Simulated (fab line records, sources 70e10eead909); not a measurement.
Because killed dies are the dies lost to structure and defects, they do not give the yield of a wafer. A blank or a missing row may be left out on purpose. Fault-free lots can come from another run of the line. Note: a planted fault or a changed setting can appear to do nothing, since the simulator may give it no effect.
fab line records | flow nand-harc
record lots=6 wafers=18 last-day=33
route steps=1302 shown A_CHANNEL_HOLE_D1@464 A_CHANNEL_FILL_D1@490 END@1302
lots with no fault: from the same line, run without faults
start-h: hours from the record's opening day to when the first of the lot's shown wafers began | wait-h: hours from the lot's prior step to this one | " repeats the value in the row above | L1.1+2: a row that stands for several wafers | - either no value or no given start | * or withheld: withheld | < > ~ a bound
route shown NAME@n: NAME is a module with steps in the file, n the number in the route of the first one | usual: mean and standard deviation over wafers with no fault | same: alike in all rows | chamber/n: place in a boat | sites: each site's reading | _std_site: the standard deviation of these | _edge_site: inner sites' mean taken away from outer sites' mean | radius-mm: how far each site lies from the wafer's centre | mask NAME#n: copy n | behind: the last tool/chamber to shape the wafer | hold: the reason the lot was held/the length of the hold in hours/how it ended | device: transistor that didn't switch, given as n, p or np | end of line: the tests these same wafers got at the end of their route | a step given without rows: its recipe and nothing more | killed: dies that structure and defects cost at the first sort, which is not the same as the wafer's yield | map: a wafer's dies, marking killed ones x, the rest . and places with no die _
set.NAME: the setting the step ran with; set.NAME@STEP: the setting that earlier step ran with | model.NAME: the simulator's own value behind a step, which no gauge read
lots at selected steps of the route; one table per step, one row per wafer
services: a tool's chamber out of use, with start hour (start-h, from the record's first day; less than 0 if before it), hours out, and reason
## steps
# step NHARC_A_CHANNEL_HOLE_D1_INSPECT_12
# usual raw-defect-count=6.1/2.9
# columns lot.wafer tool chamber start-h wait-h raw-defect-count
L376.2 defect-inspect-01 - 197.19 0.0 9
L376.4 " - " " 6
L376.6 " - " " 5
L377.2 defect-inspect-02 - 204.67 0.0 4
L377.3 " - " " 5
L377.6 " - " " 10
L392.1 defect-inspect-01 - 349.15 0.0 1
L392.5 " - " " 3
L392.6 " - " " 3
L391.2 defect-inspect-02 - 351.04 0.0 5
L391.4 " - " " 3
L391.5 " - " " 10
L394.2 defect-inspect-02 - 366.58 0.0 6
L394.5 " - " " 4
L394.6 " - " " 5
L398.1 defect-inspect-02 - 407.65 0.0 7
L398.5 " - " " 10
L398.6 " - " " 6
# step NHARC_A_CHANNEL_HOLE_D1_DESCUM_15
# recipe time-s=3 o2-flow-sccm=200 ar-flow-sccm=0 bias-power-w=0 chemistry=O2
# step NHARC_A_CHANNEL_HOLE_D1_ETCH_38
# recipe target-depth-a=390 over-etch-frac=0.3 time-s=65 ion-energy-ev=80 cf4-flow-sccm=150 ar-flow-sccm=0 rf-w=300 bias-w=100 chemistry=CF4
# usual cf4-flow-sccm=150.0/0.47 drypump-motor-current-A=5.7/0.44 oes-product-au=0.999/0.0062 rf-vpp-V=151.1/1.3 showerhead-plenum-p-Torr=1.75/0.079 throttle-valve-pct=13.283/0.0095
# columns lot.wafer tool chamber start-h wait-h cf4-flow-sccm drypump-motor-current-A oes-product-au rf-hours-counter-h rf-vpp-V showerhead-plenum-p-Torr throttle-valve-pct
L376.2 rie-diel-01 0 197.34 0.1 150.4 5.3 0.997 60 150.8 1.73 13.281
L376.4 " 1 " " 150.2 5.8 1.000 57 151.6 1.72 13.291
L376.6 " 1 " " 150.5 5.9 0.991 - 151.4 1.72 13.276
L377.3 rie-diel-03 1 204.82 0.1 148.9 6.0 0.992 6 150.2 1.72 13.270
L377.2 " 2 " " 149.9 5.9 0.990 7 150.2 1.80 13.278
L377.6 " 0 " " 150.7 5.7 0.980 - 151.7 1.88 13.261
L392.1 rie-diel-03 0 349.32 0.1 149.6 5.7 1.002 3 151.3 1.87 13.271
L392.6 " 1 " " 150.0 6.0 0.997 - 149.7 1.72 13.300
L392.5 " 2 " " 150.2 5.9 0.995 - 152.0 1.80 13.269
L391.2 rie-diel-03 1 351.19 0.1 149.7 6.0 0.999 4 149.5 1.72 13.284
L391.4 " 2 " " 150.4 5.9 0.998 5 151.8 1.80 13.282
L391.5 " 0 " " 150.7 5.7 0.996 - 151.8 1.87 13.296
L394.2 rie-diel-01 0 366.73 0.1 150.0 5.4 0.998 43 151.9 1.72 13.275
L394.5 " 3 " " 149.3 6.8 1.004 - 150.1 1.64 13.294
L394.6 " 0 " " 150.5 5.4 0.996 - 151.3 1.72 13.306
L398.1 rie-diel-03 1 407.80 0.1 149.0 6.0 0.996 9 149.5 1.72 13.276
L398.5 " 1 " " 149.5 6.0 0.999 - 151.7 1.72 13.288
L398.6 " 2 " " 149.9 5.9 0.997 - 151.9 1.80 13.285
# step NHARC_A_CHANNEL_HOLE_D1_ETCH_39
# recipe target-depth-a=2600 over-etch-frac=0.3 time-s=325 ion-energy-ev=200 n2-flow-sccm=150 h2-flow-sccm=150 ar-flow-sccm=0 rf-w=400 bias-w=150 chemistry=N2/H2
# step NHARC_A_CHANNEL_HOLE_D1_ETCH_34
# recipe target-depth-a=1540 time-s=77 cf4-flow-sccm=100 chf3-flow-sccm=30 ar-flow-sccm=0 rf-w=500 bias-w=200 chemistry=CF4/CHF3
# step NHARC_A_CHANNEL_HOLE_D1_ETCH_16
# recipe target-depth-a=31000 over-etch-frac=0.3 time-s=806 ion-energy-ev=150 o2-flow-sccm=400 cos-flow-sccm=20 ar-flow-sccm=0 rf-w=500 bias-w=300 chemistry=O2/COS
# step NHARC_A_CHANNEL_HOLE_D1_CD_MEAS_18
# usual cd-nm=99.1/1.2
# columns lot.wafer tool chamber start-h wait-h cd-nm
L376.2 cd-sem-03 - 198.37 - 99.7
L376.4 " - " " 99.2
L376.6 " - " " 99.3
L377.2 cd-sem-02 - 205.83 - 99.4
L377.3 " - " " 98.8
L377.6 " - " " 100.0
L392.1 cd-sem-03 - 350.32 - 98.2
L392.5 " - " " 98.7
L392.6 " - " " 98.2
L391.2 cd-sem-03 - 352.21 - 100.7
L391.4 " - " " 97.3
L391.5 " - " " 100.0
L394.2 cd-sem-03 - 367.87 - 98.9
L394.5 " - " " 99.0
L394.6 " - " " 99.4
L398.1 cd-sem-03 - 408.82 - 98.2
L398.5 " - " " 96.7
L398.6 " - " " 100.4
# step NHARC_A_CHANNEL_HOLE_D1_ETCH_19
# recipe bias-v=1200 source-w=2500 pressure-mtorr=15 time-s=34.5 ar-flow-sccm=375 c4f8-flow-sccm=28.8 o2-flow-sccm=96.2 temp-c=-20 target-depth-a=* chemistry=C4F8/O2/Ar
# step NHARC_A_CHANNEL_HOLE_D1_ETCH_20
# recipe bias-v=3000 source-w=withheld pressure-mtorr=20 time-s=361.9 ar-flow-sccm=375 c4f8-flow-sccm=89.3 o2-flow-sccm=35.7 temp-c=-20 target-depth-a=16000 chemistry=C4F8/O2/Ar
# usual drypump-motor-current-A=5.9/0.35 showerhead-plenum-p-Torr=3.62/0.087 temp-c=-20.00/0.1 throttle-valve-pct=32.154/0.0097
# columns lot.wafer tool chamber start-h wait-h drypump-motor-current-A rf-hours-counter-h showerhead-plenum-p-Torr temp-c throttle-valve-pct
L376.2 har-etch-02 0 202.44 0.1 5.5 306 3.57 -20.16 32.142
L376.4 " 0 " " 5.5 - 3.57 -20.01 32.145
L376.6 " 0 " " 5.5 - 3.57 -20.16 32.146
L377.2 har-etch-02 0 206.60 0.1 5.5 310 3.57 -19.88 32.161
L377.3 " 1 " " 5.8 - 3.64 -20.12 32.167
L377.6 " 1 " " 5.8 - 3.64 -19.96 32.162
L392.1 har-etch-01 0 350.56 0.1 6.4 180 3.56 -20.12 32.147
L392.5 " 1 " " 6.1 - 3.68 -20.08 32.157
L392.6 " 0 " " 6.4 - 3.56 -20.00 32.154
L391.2 har-etch-02 1 352.44 0.1 5.7 383 3.60 -20.11 32.146
L391.4 " 0 " " 5.5 - 3.52 -19.97 32.163
L391.5 " 0 " " 5.5 - 3.52 -20.07 32.160
L394.2 har-etch-02 0 369.11 0.1 5.5 409 3.51 -19.83 32.168
L394.6 " 1 " " 5.7 - 3.60 -19.98 32.145
L394.5 " 0 " " 5.5 - 3.52 -19.94 32.159
L398.1 har-etch-01 0 409.01 0.1 6.4 222 3.54 -20.12 32.157
L398.6 " 0 " " 6.4 - 3.54 -20.07 32.171
L398.5 " 1 " " 6.1 - 3.66 -20.29 32.167
# step NHARC_A_CHANNEL_HOLE_D1_ETCH_21
# recipe bias-v=3000 source-w=withheld pressure-mtorr=20 time-s=514.3 ar-flow-sccm=375 c4f8-flow-sccm=89.3 o2-flow-sccm=35.7 temp-c=-20 target-depth-a=16000 chemistry=C4F8/O2/Ar
# usual drypump-motor-current-A=6.0/0.35 showerhead-plenum-p-Torr=3.62/0.087 temp-c=-20.00/0.12 throttle-valve-pct=32.156/0.0092
# columns lot.wafer tool chamber start-h wait-h drypump-motor-current-A rf-hours-counter-h showerhead-plenum-p-Torr temp-c throttle-valve-pct
L376.2 har-etch-02 0 202.75 0.3 5.5 307 3.57 -20.21 32.167
L376.4 " 0 " " 5.5 - 3.57 -20.24 32.157
L376.6 " 0 " " 5.5 - 3.57 -20.07 32.175
L377.2 har-etch-02 0 206.92 0.3 5.5 311 3.57 -19.97 32.150
L377.3 " 1 " " 5.8 - 3.64 -19.86 32.158
L377.6 " 1 " " 5.8 - 3.64 -19.84 32.148
L392.1 har-etch-01 0 350.90 0.3 6.4 181 3.56 -19.94 32.155
L392.5 " 1 " " 6.1 - 3.68 -19.97 32.153
L392.6 " 0 " " 6.5 - 3.56 -19.93 32.158
L391.2 har-etch-02 1 352.78 0.3 5.7 383 3.60 -19.91 32.153
L391.4 " 0 " " 5.5 - 3.52 -20.07 32.162
L391.5 " 0 " " 5.5 - 3.52 -20.07 32.165
L394.2 har-etch-02 0 369.44 0.3 5.5 409 3.52 -19.87 32.142
L394.6 " 1 " " 5.8 - 3.60 -20.13 32.152
L394.5 " 0 " " 5.5 - 3.52 -19.76 32.157
L398.1 har-etch-01 0 409.32 0.3 6.4 223 3.54 -20.27 32.158
L398.6 " 0 " " 6.4 - 3.54 -19.95 32.153
L398.5 " 1 " " 6.1 - 3.66 -20.04 32.155
# step NHARC_A_CHANNEL_HOLE_D1_ETCH_22
# recipe bias-v=3000 source-w=withheld pressure-mtorr=20 time-s=666.7 ar-flow-sccm=375 c4f8-flow-sccm=89.3 o2-flow-sccm=35.7 temp-c=-20 target-depth-a=16000 chemistry=C4F8/O2/Ar
# step NHARC_A_CHANNEL_HOLE_D1_ETCH_23
# recipe bias-v=5000 source-w=withheld pressure-mtorr=20 time-s=819 ar-flow-sccm=375 c4f8-flow-sccm=89.3 o2-flow-sccm=35.7 temp-c=-20 target-depth-a=16000 chemistry=C4F8/O2/Ar
# step NHARC_A_CHANNEL_HOLE_D1_ETCH_24
# recipe bias-v=5000 source-w=withheld pressure-mtorr=20 time-s=906.2 ar-flow-sccm=375 c4f8-flow-sccm=93.8 o2-flow-sccm=31.2 temp-c=-20 target-depth-a=15000 chemistry=C4F8/O2/Ar
# usual drypump-motor-current-A=5.9/0.35 showerhead-plenum-p-Torr=3.62/0.087 temp-c=-20.01/0.1 throttle-valve-pct=32.235/0.0097
# columns lot.wafer tool chamber start-h wait-h drypump-motor-current-A rf-hours-counter-h showerhead-plenum-p-Torr temp-c throttle-valve-pct
L376.2 har-etch-02 0 204.47 0.6 5.5 308 3.56 -19.91 32.228
L376.4 " 0 " " 5.5 - 3.56 -19.98 32.235
L376.6 " 0 " " 5.5 - 3.56 -20.09 32.227
L377.2 har-etch-02 0 208.62 0.6 5.5 312 3.56 -19.96 32.233
L377.3 " 1 " " 5.8 - 3.64 -20.10 32.239
L377.6 " 1 " " 5.7 - 3.64 -19.96 32.237
L392.1 har-etch-01 0 352.67 0.6 6.4 182 3.56 -19.95 32.253
L392.5 " 1 " " 6.1 - 3.68 -20.01 32.256
L392.6 " 0 " " 6.5 - 3.56 -19.93 32.240
L391.2 har-etch-02 1 354.53 0.6 5.8 385 3.60 -20.00 32.234
L391.4 " 0 " " 5.5 - 3.52 -19.96 32.222
L391.5 " 0 " " 5.5 - 3.52 -20.01 32.238
L394.2 har-etch-02 0 371.18 0.6 5.5 411 3.51 -20.06 32.218
L394.6 " 1 " " 5.7 - 3.59 -20.05 32.244
L394.5 " 0 " " 5.5 - 3.51 -19.98 32.238
L398.1 har-etch-01 0 411.01 0.6 6.4 224 3.54 -20.13 32.244
L398.6 " 0 " " 6.4 - 3.54 -20.10 32.236
L398.5 " 1 " " 6.2 - 3.66 -19.93 32.215
# step NHARC_A_CHANNEL_HOLE_D1_ETCH_25
# recipe bias-v=5000 source-w=withheld pressure-mtorr=20 time-s=1040.2 ar-flow-sccm=375 c4f8-flow-sccm=93.8 o2-flow-sccm=31.2 temp-c=-20 target-depth-a=15000 chemistry=C4F8/O2/Ar
# usual drypump-motor-current-A=5.9/0.35 showerhead-plenum-p-Torr=3.62/0.087 temp-c=-19.99/0.11 throttle-valve-pct=32.236/0.009
# columns lot.wafer tool chamber start-h wait-h drypump-motor-current-A rf-hours-counter-h showerhead-plenum-p-Torr temp-c throttle-valve-pct
L376.2 har-etch-02 0 205.23 0.6 5.5 309 3.56 -20.03 32.246
L376.4 " 0 " " 5.5 - 3.56 -19.89 32.246
L376.6 " 0 " " 5.5 - 3.56 -20.11 32.250
L377.2 har-etch-02 0 209.39 0.6 5.5 313 3.56 -20.05 32.223
L377.3 " 1 " " 5.8 - 3.64 -20.06 32.247
L377.6 " 1 " " 5.8 - 3.64 -19.97 32.257
L392.1 har-etch-01 0 353.45 0.7 6.4 183 3.56 -19.90 32.232
L392.5 " 1 " " 6.1 - 3.68 -19.77 32.234
L392.6 " 0 " " 6.4 - 3.56 -19.94 32.233
L391.2 har-etch-02 1 355.31 0.7 5.7 386 3.60 -20.00 32.224
L391.4 " 0 " " 5.5 - 3.52 -20.00 32.225
L391.5 " 0 " " 5.5 - 3.52 -19.96 32.235
L394.2 har-etch-02 0 371.98 0.7 5.5 412 3.51 -20.03 32.234
L394.6 " 1 " " 5.8 - 3.59 -19.90 32.235
L394.5 " 0 " " 5.5 - 3.51 -20.03 32.247
L398.1 har-etch-01 0 411.79 0.7 6.4 225 3.54 -20.18 32.230
L398.6 " 0 " " 6.4 - 3.53 -20.16 32.235
L398.5 " 1 " " 6.2 - 3.66 -19.77 32.227
# step NHARC_A_CHANNEL_HOLE_D1_ETCH_26
# recipe bias-v=300 source-w=2000 pressure-mtorr=30 time-s=224.1 ar-flow-sccm=375 c4f8-flow-sccm=11.4 o2-flow-sccm=113.6 temp-c=-20 target-depth-a=3000 chemistry=C4F8/O2/Ar
# step NHARC_A_CHANNEL_HOLE_D1_ETCH_33
# recipe bias-v=400 source-w=2000 pressure-mtorr=25 time-s=90 ar-flow-sccm=375 c4f8-flow-sccm=41.7 o2-flow-sccm=83.3 temp-c=-20 target-depth-a=4000 chemistry=C4F8/O2/Ar
# step NHARC_A_CHANNEL_HOLE_D1_STRIP_41
# recipe n2-flow-sccm=150 h2-flow-sccm=150 ar-flow-sccm=0 bias-w=0 chemistry=N2/H2
# step NHARC_A_CHANNEL_HOLE_D1_STRIP_42
# recipe cf4-flow-sccm=100 chf3-flow-sccm=30 ar-flow-sccm=0 bias-w=0 chemistry=CF4/CHF3
# step NHARC_A_CHANNEL_HOLE_D1_STRIP_43
# recipe o2-flow-sccm=400 cos-flow-sccm=20 ar-flow-sccm=0 bias-w=0 chemistry=O2/COS
# step NHARC_A_CHANNEL_HOLE_D1_ETCH_44
# recipe target-depth-a=1400 overetch-a=140 time-s=77 ion-energy-ev=100 cf4-flow-sccm=80 o2-flow-sccm=20 ar-flow-sccm=0 rf-w=300 bias-w=100 chemistry=CF4/O2
# step NHARC_A_CHANNEL_HOLE_D1_STRIP_27
# recipe o2-flow-sccm=500 ar-flow-sccm=0 bias-w=0 chemistry=O2
# step NHARC_A_CHANNEL_HOLE_D1_PRECLEAN_28
# recipe time-s=* temp-c=50 bath-age-min=0 chemistry=SC1
# step NHARC_A_CHANNEL_HOLE_D1_SRD_29
# step NHARC_A_CHANNEL_HOLE_D1_CD_MEAS_30
# usual cd-nm=90.0/0.84
# columns lot.wafer tool chamber start-h wait-h cd-nm
L376.2 cd-sem-02 - 207.84 - 89.2
L376.4 " - " " 89.0
L376.6 " - " " 89.2
L377.2 cd-sem-03 - 212.58 - 89.3
L377.3 " - " " 90.5
L377.6 " - " " 91.3
L392.1 cd-sem-03 - 355.92 - 89.2
L392.5 " - " " 88.8
L392.6 " - " " 89.2
L391.2 cd-sem-03 - 357.92 - 89.7
L391.4 " - " " 89.3
L391.5 " - " " 90.1
L394.2 cd-sem-02 - 374.57 - 91.3
L394.5 " - " " 91.5
L394.6 " - " " 89.2
L398.1 cd-sem-01 - 414.41 - 90.7
L398.5 " - " " 90.1
L398.6 " - " " 91.6
# step NHARC_A_CHANNEL_HOLE_D1_XSEM_31
# recipe landing-energy-ev=35000
# usual bot-cd-nm=74.7/1.1 bow-nm=8.69/0.3 tilt-deg=0.08/0.044
# columns lot.wafer tool chamber start-h wait-h bot-cd-nm bow-nm tilt-deg
L376.2 xsem-01 0 207.92 0.1 72.7 8.65 0.22
L376.4 " 0 " " 73.3 8.66 0.21
L376.6 " 0 " " 72.9 8.64 0.22
L377.2 xsem-01 0 212.67 0.1 74.1 9.25 0.15
L377.3 " 0 " " 75.0 9.22 0.15
L377.6 " 0 " " 75.5 9.22 0.15
L392.1 xsem-02 0 356.02 0.1 74.1 8.81 0.05
L392.5 " 0 " " 73.3 8.83 0.05
L392.6 " 0 " " 73.5 8.85 0.05
L391.2 xsem-01 0 358.00 0.1 74.3 9.04 0.03
L391.4 " 0 " " 74.1 9.00 0.03
L391.5 " 0 " " 75.7 9.21 0.03
L394.2 xsem-02 0 374.67 0.1 76.0 8.52 0.11
L394.5 " 0 " " 76.7 8.44 0.11
L394.6 " 0 " " 74.2 8.45 0.11
L398.1 xsem-02 0 414.50 0.1 74.8 8.66 0.02
L398.5 " 0 " " 74.2 8.69 0.02
L398.6 " 0 " " 75.7 8.66 0.02
# step NHARC_A_CHANNEL_HOLE_D1_INSPECT_40
# usual raw-defect-count=75/27
# columns lot.wafer tool chamber start-h wait-h raw-defect-count
L376.2 defect-inspect-01 - 208.02 - 116
L376.4 " - " " 83
L376.6 " - " " 92
L377.2 defect-inspect-02 - 212.76 - 115
L377.3 " - " " 86
L377.6 " - " " 104
L392.1 defect-inspect-02 - 356.11 - 52
L392.5 " - " " 48
L392.6 " - " " 42
L391.2 defect-inspect-02 - 358.10 - 567
L391.4 " - " " 112
L391.5 " - " " 74
L394.2 defect-inspect-02 - 374.76 - 140
L394.5 " - " " 110
L394.6 " - " " 574
L398.1 defect-inspect-01 - 414.60 - 66
L398.5 " - " " 76
L398.6 " - " " 63
# step NHARC_A_CHANNEL_FILL_D1_PRECLEAN_00
# recipe time-s=* temp-c=50 bath-age-min=0 chemistry=SC1
# step NHARC_END_SORT_01
# recipe temp-c=25
# usual killed-at-array=61/23 killed-at-other=1.3/1.4 killed-at-periphery=4.0/2.6 killed-dies=66/22 killed-open=3.4/1.8 killed-short=2.3/1.4
# same gross-dies=677
# columns lot.wafer tool chamber start-h wait-h killed-at-array killed-at-other killed-at-periphery killed-dies killed-open killed-short
L391.2 prober-01 0 733.51 2.8 117 1 2 120 1 1
L391.4 prober-01 0 735.10 3.4 78 1 11 90 2 5
L391.5 prober-01 0 735.89 3.7 72 1 5 78 5 1
L394.6 prober-01 0 765.96 4.0 88 1 3 92 5 2
# killed by level:class
L391.2 A_CHANNEL_HOLE_D1:unspecified=62 A_SLIT:chamber-film-flake=32 A_CHANNEL_HOLE_D1:chamber-film-flake=10 A_CONTACT:chamber-film-flake=5 A_CHANNEL_FILL_D1:chamber-film-flake=4 P_M1:chamber-film-flake=2 A_SOURCE_PLATE:geometric-particle:open=1 A_M1:geometric-particle:short=1
L391.4 A_SLIT:chamber-film-flake=36 A_CHANNEL_HOLE_D1:chamber-film-flake=31 P_GATE:chamber-film-flake=8 A_CHANNEL_FILL_D1:chamber-film-flake=2 A_CONTACT:chamber-film-flake=2 P_STI:geometric-particle:short=1 P_M0:geometric-particle:short=1 A_CHANNEL_FILL_D1:geometric-particle:open=1
L391.5 A_SLIT:chamber-film-flake=33 A_CHANNEL_HOLE_D1:chamber-film-flake=26 A_CONTACT:chamber-film-flake=4 A_DECK1_JOINT:chamber-film-flake=3 A_CHANNEL_FILL_D2:geometric-particle:open=2 P_GATE:chamber-film-flake=2 P_CONTACT:geometric-particle:open=1 P_M0:geometric-particle:open=1
L394.6 A_CHANNEL_HOLE_D1:unspecified=65 A_CHANNEL_HOLE_D1:chamber-film-flake=11 A_CONTACT:chamber-film-flake=3 A_CHANNEL_FILL_D1:geometric-particle:open=2 A_ZERO_WELL:chamber-film-flake=2 A_STAIRCASE:chamber-film-flake=2 P_CONTACT:geometric-particle:open=1 A_DECK1_JOINT:geometric-particle:short=1
## services
# columns tool chamber start-h hours kind
rie-diel-03 0 186.82 - clean
rie-diel-03 1 186.82 - clean
rie-diel-03 2 186.82 - clean
rie-diel-03 3 186.82 - clean
rie-diel-01 - 186.97 0.3 repair
rie-diel-03 3 197.84 1.9 repair
rie-diel-01 - 203.93 9.0 pm
rie-diel-03 0 211.32 - clean
rie-diel-01 3 214.27 5.0 repair
har-etch-02 1 274.88 - consumable-replace:focus-ring
har-etch-02 1 274.88 17.0 scheduled-down
har-etch-02 1 274.88 17.0 vent-cycle
rie-diel-03 - 281.30 9.0 pm
rie-diel-03 1 373.46 4.3 repair
xsem-01 - 374.00 14.0 pm
har-etch-02 - 379.51 17.0 pm
har-etch-02 0 379.51 17.0 vent-cycle
har-etch-02 1 379.51 17.0 vent-cycle
rie-diel-01 - 380.93 9.0 pm
har-etch-02 0 396.51 - clean
har-etch-02 0 396.51 - consumable-replace:focus-ring
har-etch-02 0 396.51 - consumable-replace:showerhead
har-etch-02 1 396.51 - clean
har-etch-02 1 396.51 - consumable-replace:showerhead
## key
first-sign step=NHARC_A_CHANNEL_HOLE_D1_INSPECT_40 reading=raw-defect-count direction=up sigmas=18 usual=75 struck=570
more-kills-born-at NHARC_A_CHANNEL_HOLE_D1_ETCH_24@har-etch-02=83
met-at NHARC_A_CHANNEL_HOLE_D1_ETCH_24
struck-wafers L391.2,L394.6
tester-left-out L391,L394
onset-between 208.62 354.53
fault kind=chamber-particle-source tool=har-etch-02 chamber=1 onset-h=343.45 steps=NHARC_A_CHANNEL_HOLE_D1_ETCH_24 rate-per-visit-cm2=0.70387 end-h=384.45
# tester-left-out: of these lots the tester's yield and bins aren't shown, on N5 and GAA mostly nor the transistor test; their killed dies are dies lost to structure and defects alone, not to doping, threshold or leakage, so they don't give the yield
